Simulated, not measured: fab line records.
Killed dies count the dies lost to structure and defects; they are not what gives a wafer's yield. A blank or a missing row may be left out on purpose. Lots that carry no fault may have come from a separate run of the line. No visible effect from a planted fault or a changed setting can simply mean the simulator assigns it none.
Which tool is to blame?	flow n5_finfet	at 1 step of a route of 1938, 12 lots with 36 wafers sampled

WHAT THE GAUGES SHOWED, per wafer
N5_BEOL_M14_INSPECT_30: inspects for defects (macro).
lot	measured	on	raw_defect_count
L074	day 12 14:11	defect_inspect-02	4 3 4
L077	day 12 14:40	defect_inspect-02	3 4 0
L079	day 13 05:02	defect_inspect-02	1 1 5
L080	day 13 17:03	defect_inspect-02	2 2 2
L083	day 14 09:50	defect_inspect-01	1 3 3
L085	day 14 22:04	defect_inspect-02	2 3 2
L089	day 15 05:38	defect_inspect-01	1 4 3
L088	day 15 09:09	defect_inspect-01	4 2 2
L090	day 15 13:56	defect_inspect-01	2 4 1
L093	day 16 02:07	defect_inspect-01	1 0 0
L095	day 17 03:02	defect_inspect-01	0 0 0
L096	day 17 16:03	defect_inspect-02	0 2 1

EACH LOT AND THE TOOL THAT RAN IT (in order: tool; ch and the chambers of the sampled wafers; start)
No process step before these readings appears in the record.

THE ANSWER, worked out from the rows above alone
Rule: what is usual is taken from the lots themselves. Put in order of their means at a reading, lots are off if they are a third of the lots or fewer, leave a main group of 4 or more, and stand apart from it by a gap of 3 or more times the standard deviation of the main group's means; of several such gaps the widest counts. A main group is skipped when, at the precision printed for the reading in the tables above, its means are all equal. Also off: a lot with no number at a reading for which 4 or more lots have one. The other lots that the step has rows for count as sound.
None of the lots is off at any reading shown; this tells nothing.

WHAT THE SIMULATOR HAD PUT IN
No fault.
